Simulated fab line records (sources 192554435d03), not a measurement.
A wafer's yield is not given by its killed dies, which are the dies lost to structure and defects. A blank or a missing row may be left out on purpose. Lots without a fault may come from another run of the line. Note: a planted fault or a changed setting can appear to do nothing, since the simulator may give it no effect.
A lot that was struck, set against a sound lot -- flow n5-finfet -- 15 out of 1938 route steps
Sound: the wafers L245.1, L245.4, L245.6. Struck: wafer L264.3 (L264.4, L264.6, from the same lot, were not struck and are left out); the cause is given at the end.
Order at every step that has rows: each side's tool, ch and its chambers, its first start. Under that, the readings that differ: sound wafers -- struck wafers -- difference of the means -- sigmas: that difference in standard deviations of wafers without a fault.
alike: words and numbers the same on both sides, and readings whose means are apart by under 2 such deviations; not compared: readings that were withheld, readings missing a value for some wafer, numbers with overlapping values and no deviation given by the record, and bounds like >300 which may hide the same value.
A row with sigmas, a row that says differs or no value, or rows on one side alone: a step with any of these is where the two part. When numbers do not overlap yet have no deviation, they are printed without sigmas and do not part them. A reading that every wafer of one side lacks parts them only if that side has two wafers or more.

first, 10 steps without rows for these wafers: N5_MOL_CONTACT_COAG_DESCUM_88 (chemistry O2, time 7 s); N5_MOL_CONTACT_COAG_ETCH_89 (etches underlayer in N2/H2, target depth 13 nm, time 10.4 s); N5_MOL_CONTACT_COAG_ETCH_90 (etches SiARC in CF4, target depth 13 nm, time 21.7 s); N5_MOL_CONTACT_COAG_ALD_131 (deposits SiO2, target thk 5 nm, pulse time 1 s, co reactant pulse time 1 s); N5_MOL_CONTACT_COAG_ETCHBACK_132 (etches SiO2 in CHF3, target depth 10 nm, time 6.7 s); N5_MOL_CONTACT_COAG_ETCH_91 (etches SOC in N2/H2, target depth 60 nm, overetch 21 nm, time 101.2 s); N5_MOL_CONTACT_COAG_STRIP_92 (strips in N2/H2); N5_MOL_CONTACT_COAG_STRIP_93 (strips in N2/H2); N5_MOL_CONTACT_COAG_ETCHBACK_135 (etches SiO2 in CHF3, target depth 25 nm, time 16.7 s); N5_MOL_CONTACT_COAG_STRIP_118 (strips in CHF3).
N5_MOL_CONTACT_COAG_VIA_ETCH_46: etches SiO2 in C4F6/O2, target depth 46 nm, overetch 9.2 nm, time 40 s.
  sound on rie-diel-06 ch 0,1,2, day 5 05:55; struck on rie-diel-06 ch 3, day 9 19:26
reading,sound,struck,difference,sigmas
drypump-motor-current-A (A),5.44 6.27 5.82,5.21,-0.63,-2
oes-product-au (a.u.),0.67 0.64 0.69,0.55,-0.12,-2
throttle-valve-pct (%),41.5 41.5 41.2,40.3,-1.1,-3
model.etch.depth-nm (nm),45.45 45.85 46.46,33.6,-12.3,
model.SOC_of_MOL_CONTACT_COAG_COAT_75.thk-nm (nm),50.4 50.4 50.6,53.2,+2.7,
  alike: chamber-pressure-mTorr, mfc-ar-sccm, oes_f_703_au, rf-vpp-V, showerhead-plenum-p-Torr
  not compared: rf-hours-counter-h
then, 1 step without rows for these wafers: N5_MOL_CONTACT_COAG_STRIP_96 (strips in N2/H2).
N5_MOL_CONTACT_COAG_ETCH_47: etches SiNx in CH3F/O2, stops on W, target depth 27 nm.
  sound on rie-diel-06 ch 0,1,2, day 5 06:01; struck on rie-diel-06 ch 3, day 9 19:32
reading,sound,struck,difference,sigmas
drypump-motor-current-A (A),5.45 6.27 5.80,5.20,-0.64,-2
etch-rf-on-time-s (s),32.0 31.3 31.7,50.8,+19.1,+39
oes-product-au (a.u.),0.67 0.63 0.67,0.27,-0.39,-7
throttle-valve-pct (%),16.65 16.66 16.42,16.09,-0.49,-2
model.etch.over-etch-s (s),5.332 5.219 5.278,0,-5,
  alike: chamber-pressure-mTorr, mfc-ar-sccm, oes_f_703_au, rf-vpp-V, showerhead-plenum-p-Torr
  not compared: rf-hours-counter-h
then, 1 step without rows for these wafers: N5_MOL_CONTACT_COAG_STRIP_119 (strips in N2/H2, time 30 s).
-- a jump in the record: the struck wafers' starts before and after are 8 days apart (it breaks off in module MOL_CONTACT_COAG and resumes in module PASSIVATION, where the first step shown is number 1936 of the route) --
N5_PASSIVATION_PROBE_49:
  only the struck wafers here have rows in the record (prober-01, day 17 15:30); the sound ones have none

## WHERE THEY PART
Last at N5_PASSIVATION_PROBE_49 as far as this record goes, first at N5_MOL_CONTACT_COAG_VIA_ETCH_46.

WHY: the cause the simulator had injected
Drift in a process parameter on rie-diel-06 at N5_MOL_CONTACT_COAG_VIA_ETCH_46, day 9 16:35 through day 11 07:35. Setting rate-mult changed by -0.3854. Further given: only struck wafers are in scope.
